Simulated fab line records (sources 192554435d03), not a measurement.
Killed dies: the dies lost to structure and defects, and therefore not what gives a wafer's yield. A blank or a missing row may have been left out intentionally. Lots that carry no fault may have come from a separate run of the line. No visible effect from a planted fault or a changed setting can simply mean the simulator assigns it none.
A lot that was struck, set against a sound lot | flow n5Finfet | 16 out of 1938 route steps
Sound: these wafers, L666.1, L666.3, L666.4. Wafers L669.2, L669.3, L669.6 were the ones struck. The cause is named last.
Order at every step that has rows: each side's tool, ch and its chambers, its first start. Under that, the readings that differ: sound wafers | struck wafers | difference of the means | sigmas: that difference in standard deviations of wafers without a fault.
alike: a reading whose means differ by less than 2 such deviations, as well as words and numbers matching on both sides. not compared: withheld readings; readings where some wafer has no value; bounds like >300 that might hide an equal value; numbers whose values overlap and for which the record gives no deviation.
A row with sigmas, a row that says differs or no value, or rows on one side alone: a step with any of these is where the two part. Non-overlapping numbers with no deviation appear without sigmas and do not part them. Lack of a reading on every wafer of one side parts them only where that side has two or more wafers.

N5_BEOL_M3_OVL_MEAS_12:
  sound on overlay-02 ch 0, day 7 15:14; struck on overlay-01 ch 0, day 8 06:15
  alike: M3_OVL
N5_BEOL_M3_INSPECT_13: inspects for defects (brightfield).
  struck on defectInspect-01, day 8 06:19; sound on defectInspect-01, day 7 15:18
  alike: rawDefectCount
then, 1 step without rows for these wafers: N5_BEOL_M3_DESCUM_16 (chemistry O2, time 7 s).
N5_BEOL_M3_ETCH_74: etches underlayer in N2/H2, target depth 6.5 nm, time 5.2 s.
  sound on rieDiel-01 ch 0,1,3, day 7 15:22; struck on rieDiel-05 ch 0,1,3, day 8 06:23
  alike: chamberPressureMTorr, drypumpMotorCurrentA, etchRfOnTimeS, oesProductAu, rfVppV, showerheadPlenumPTorr, throttleValvePct
  not compared: rfHoursCounterH
N5_BEOL_M3_ETCH_63: etches SiARC in CF4, target depth 15.6 nm, time 26 s.
  sound on rieDiel-01 ch 0,1,3, day 7 15:23; struck on rieDiel-05 ch 0,1,3, day 8 06:24
  alike: chamberPressureMTorr, drypumpMotorCurrentA, etchRfOnTimeS, oesProductAu, rfVppV, showerheadPlenumPTorr, throttleValvePct
  not compared: rfHoursCounterH
then, 3 steps without rows for these wafers: N5_BEOL_M3_ETCH_64 (etches SOC in N2/H2, target depth 75 nm, overetch 15 nm, time 112.5 s); N5_BEOL_M3_STRIP_65 (strips in N2/H2); N5_BEOL_M3_STRIP_75 (strips in N2/H2).
N5_BEOL_M3_STRIP_66: strips in CF4.
  sound on rieDiel-01 ch 0,1,3, day 7 15:32; struck on rieDiel-05 ch 0,1,3, day 8 06:34
  alike: chamberPressureMTorr, drypumpMotorCurrentA, oesProductAu, rfVppV, showerheadPlenumPTorr, throttleValvePct
  not compared: rfHoursCounterH
N5_BEOL_M3_HM_OPEN_17: chemistry Cl2/BCl3, target TiN, target depth 20 nm, overetch 6 nm.
  sound on rieMetal-02 ch 0,1, day 7 15:35; struck on rieMetal-01 ch 1, day 8 06:36
reading                  | sound       | struck      | difference | sigmas
drypumpMotorCurrentA (A) | 5.3 5.3 5.9 | 6.4 6.4 6.5 | +0.9       | +2
  alike: chamberPressureMTorr, oes_ar_750_au, oesProductAu, throttleValvePct
  not compared: rfHoursCounterH
N5_BEOL_M3_STRIP_19: strips in O2.
  sound on rieDiel-05 ch 0,2,3, day 7 15:42; struck on rieDiel-03 ch 1,3, day 8 06:43
  alike: chamberPressureMTorr, drypumpMotorCurrentA, oesProductAu, rfVppV, showerheadPlenumPTorr, throttleValvePct
  not compared: rfHoursCounterH
N5_BEOL_M3_CD_MEAS_18: pitch 36 nm, target cd 18 nm.
  struck on cdSem-02, day 8 06:47; sound on cdSem-03, day 7 15:46
reading   | sound          | struck         | difference | sigmas
cdNm (nm) | 18.4 18.0 18.5 | 17.5 17.5 17.1 | -0.9       | -3
N5_BEOL_M3_COAT_67: time 60 s, resist thk 60 nm.
  sound on lithoTrack-03 ch 0, day 7 15:49; struck on lithoTrack-03 ch 0, day 8 06:49
reading               | sound                | struck               | difference | sigmas
heaterPowerTotalW (W) | 501.0 501.7 499.7    | 486.2 488.5 488.7    | -13.0      | -7
plateTempC (C)        | 250.02 249.80 249.71 | 244.47 244.77 244.62 | -5.22      | -29
  alike: spinSpeedRpm
then, 1 step without rows for these wafers: N5_BEOL_M3_COAT_68 (time 60 s, resist thk 12 nm).
N5_BEOL_M4_RC_MEAS_101:
  sound on prober-01 ch 0, day 8 11:53; struck on prober-01 ch 0, day 9 01:01
  alike: DIBL_N, DIBL_P, IOFF_N, IOFF_P, ION_N, ION_P, SS_N, SS_P, VT_N, VT_P
N5_PASSIVATION_PROBE_49:
  sound wafers here have rows in the record (prober-01, day 12 14:34); struck ones have none

== WHERE THEY PART ==
Earliest at N5_BEOL_M3_HM_OPEN_17; latest, in this record, at N5_PASSIVATION_PROBE_49.

WHY: what had been put in by the simulator
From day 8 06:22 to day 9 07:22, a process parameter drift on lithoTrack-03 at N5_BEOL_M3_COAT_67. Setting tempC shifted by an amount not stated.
